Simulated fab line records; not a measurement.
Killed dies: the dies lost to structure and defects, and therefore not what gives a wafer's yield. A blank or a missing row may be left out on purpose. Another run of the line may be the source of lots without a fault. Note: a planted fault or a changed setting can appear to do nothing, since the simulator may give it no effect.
Chamber matching :: flow nand harc :: NHARC_P_ZERO_WELL_DESCUM_39 on rie diel-05: 4 sister chambers
The step chemistry O2, time 3 s. 18 wafers are shown with their chamber, then 9 later ones without.

WAFERS, EACH WITH ITS CHAMBER
wafer: L077.1
chamber: 0
drypump motor current A (A): 5.7
oes product au (a.u.): 1.019
rf vpp V (V): 58.8

wafer: L077.4
chamber: 2
drypump motor current A (A): 5.7
oes product au (a.u.): 1.006
rf vpp V (V): 57.1

wafer: L077.6
chamber: 2
drypump motor current A (A): 5.7
oes product au (a.u.): 1.008
rf vpp V (V): 57.3

wafer: L079.4
chamber: 0
drypump motor current A (A): 5.7
oes product au (a.u.): 1.002
rf vpp V (V): 57.3

wafer: L079.5
chamber: 2
drypump motor current A (A): 5.7
oes product au (a.u.): 1.006
rf vpp V (V): 57.2

wafer: L079.6
chamber: 3
drypump motor current A (A): 6.2
oes product au (a.u.): 0.990
rf vpp V (V): 58.8

wafer: L080.3
chamber: 3
drypump motor current A (A): 6.2
oes product au (a.u.): 0.993
rf vpp V (V): 57.1

wafer: L080.4
chamber: 0
drypump motor current A (A): 5.8
oes product au (a.u.): 1.013
rf vpp V (V): 57.3

wafer: L080.5
chamber: 3
drypump motor current A (A): 6.2
oes product au (a.u.): 0.998
rf vpp V (V): 58.3

wafer: L082.1
chamber: 0
drypump motor current A (A): 5.7
oes product au (a.u.): 1.010
rf vpp V (V): 58.3

wafer: L082.2
chamber: 2
drypump motor current A (A): 5.7
oes product au (a.u.): 1.007
rf vpp V (V): 56.5

wafer: L082.3
chamber: 1
drypump motor current A (A): 5.2
oes product au (a.u.): 1.028
rf vpp V (V): 57.8

wafer: L082.4
chamber: 3
drypump motor current A (A): 6.2
oes product au (a.u.): 0.993
rf vpp V (V): 58.5

wafer: L082.5
chamber: 1
drypump motor current A (A): 5.2
oes product au (a.u.): 1.028
rf vpp V (V): 57.8

wafer: L082.6
chamber: 2
drypump motor current A (A): 5.7
oes product au (a.u.): 1.006
rf vpp V (V): 57.1

wafer: L087.3
chamber: 2
drypump motor current A (A): 5.7
oes product au (a.u.): 1.012
rf vpp V (V): 57.8

wafer: L087.4
chamber: 3
drypump motor current A (A): 6.2
oes product au (a.u.): 0.990
rf vpp V (V): 58.3

wafer: L087.5
chamber: 0
drypump motor current A (A): 5.7
oes product au (a.u.): 1.026
rf vpp V (V): 57.5

SIGNATURES (averages over the wafers above)
reading: drypump motor current A
chamber 0: 5.720
chamber 1: 5.200
chamber 2: 5.700
chamber 3: 6.200
scatter within a chamber: 0.0239

reading: oes product au
chamber 0: 1.01400
chamber 1: 1.02800
chamber 2: 1.00750
chamber 3: 0.99280
scatter within a chamber: 0.00535

reading: rf vpp V
chamber 0: 57.840
chamber 1: 57.800
chamber 2: 57.167
chamber 3: 58.200
scatter within a chamber: 0.56
Rule: distance of a wafer from a chamber = root of the sum over the readings of ((wafer's reading minus chamber's mean) / reading's scatter) squared. The wafer belongs to the nearest chamber; if the next one is less than 2 further off, it can't be placed. How the scatter is found: for the shown wafers, subtract from each reading the mean of its chamber, square and add these, divide the total by (wafers less chambers), then take the root.

WAFERS MISSING THEIR CHAMBER
wafer: L088.1
drypump motor current A (A): 5.2
oes product au (a.u.): 1.014
rf vpp V (V): 58.2

wafer: L088.2
drypump motor current A (A): 5.7
oes product au (a.u.): 1.018
rf vpp V (V): 56.9

wafer: L088.4
drypump motor current A (A): 6.2
oes product au (a.u.): 1.002
rf vpp V (V): 58.1

wafer: L091.1
drypump motor current A (A): 5.7
oes product au (a.u.): 1.012
rf vpp V (V): 60.0

wafer: L091.2
drypump motor current A (A): 6.2
oes product au (a.u.): 0.988
rf vpp V (V): 57.8

wafer: L091.6
drypump motor current A (A): 6.2
oes product au (a.u.): 1.005
rf vpp V (V): 57.4

wafer: L097.3
drypump motor current A (A): 6.2
oes product au (a.u.): 0.997
rf vpp V (V): 58.7

wafer: L097.4
drypump motor current A (A): 5.2
oes product au (a.u.): 1.028
rf vpp V (V): 57.9

wafer: L097.6
drypump motor current A (A): 5.2
oes product au (a.u.): 1.024
rf vpp V (V): 59.0

CHAMBER TAKEN BY EACH
wafer: L088.1
from the rows above: 1
in truth: 1

wafer: L088.2
from the rows above: can't be placed: 0 or 2
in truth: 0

wafer: L088.4
from the rows above: 3
in truth: 3

wafer: L091.1
from the rows above: can't be placed: 0 or 2
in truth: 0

wafer: L091.2
from the rows above: 3
in truth: 3

wafer: L091.6
from the rows above: 3
in truth: 3

wafer: L097.3
from the rows above: 3
in truth: 3

wafer: L097.4
from the rows above: 1
in truth: 1

wafer: L097.6
from the rows above: 1
in truth: 1
Placed correctly: 7 of 9. Can't be placed from these rows: 2 (the true chamber is among the candidates in 2). Number placed wrongly: 0.
